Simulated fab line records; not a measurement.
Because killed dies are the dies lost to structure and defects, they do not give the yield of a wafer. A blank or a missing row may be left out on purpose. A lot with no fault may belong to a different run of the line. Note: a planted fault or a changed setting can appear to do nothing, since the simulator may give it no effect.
Matching of chambers -- flow nand harc -- cmp-02 running NHARC_A_STAIRCASE_CMP_472: 4 sister chambers
The step polishes SiO2. 22 wafers are shown with their chamber, then 11 later ones without.

WAFERS WITH THEIR CHAMBER
wafer,chamber,motor current A (A),retaining ring pressure frac
L076.1,3,12.4,0.999
L076.5,2,12.3,0.998
L076.6,3,12.2,1.003
L079.1,3,12.8,1.002
L079.4,0,12.6,1.000
L079.6,1,13.3,1.002
L081.2,2,12.2,1.003
L081.3,1,13.5,0.992
L081.4,0,12.2,1.008
L083.2,0,12.2,1.006
L083.3,2,12.2,1.001
L083.5,0,12.3,0.998
L087.1,2,11.4,1.008
L087.3,1,13.9,1.001
L087.5,2,11.2,1.007
L089.1,2,12.4,0.997
L089.3,0,12.7,1.003
L089.6,3,13.0,0.998
L091.1,1,14.6,0.999
L091.3,2,12.7,1.002
L091.4,0,12.4,0.997
L090.1,3,12.6,1.010

SIGNATURES, as means of the wafers listed above
reading,chamber 0,chamber 1,chamber 2,chamber 3,scatter within a chamber
motor current A,12.400,13.825,12.057,12.600,0.435
retaining ring pressure frac,1.00200,0.99850,1.00229,1.00240,0.00442
Rule: for a wafer and a chamber, the distance is found by dividing, reading by reading, the gap between the wafer's reading and the chamber's mean by the reading's scatter, squaring, summing and taking the root. The wafer belongs to the nearest chamber; if the next one is less than 2 further off, it can't be placed. The scatter: the root of (the sum of the squares of (reading less its chamber's mean) over the shown wafers, divided by (wafers less chambers)).

WAFERS WHOSE CHAMBER IS MISSING
wafer,motor current A (A),retaining ring pressure frac
L090.2,11.8,1.000
L090.6,12.3,0.998
L095.1,12.1,1.003
L095.2,14.2,1.008
L095.4,11.9,0.997
L096.3,13.5,0.999
L096.5,11.9,1.006
L096.6,11.7,0.997
L097.1,11.9,0.998
L097.5,12.6,0.999
L097.6,12.8,1.004

WHICH CHAMBER EACH ONE RAN IN
wafer,from the rows above,in truth
L090.2,can't be placed: 2 or 0 or 3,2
L090.6,can't be placed: 0 or 2 or 3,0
L095.1,can't be placed: 2 or 0 or 3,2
L095.2,can't be placed: 1 or 3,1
L095.4,can't be placed: 2 or 0 or 3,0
L096.3,can't be placed: 1 or 3 or 0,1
L096.5,can't be placed: 2 or 0 or 3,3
L096.6,can't be placed: 2 or 0 or 3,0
L097.1,can't be placed: 2 or 0 or 3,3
L097.5,can't be placed: 3 or 0 or 2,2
L097.6,can't be placed: 3 or 0 or 2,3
0 of 11 placed correctly. These rows do not allow placing 11 (true chamber among the candidates in 11). Wrongly placed: 0.
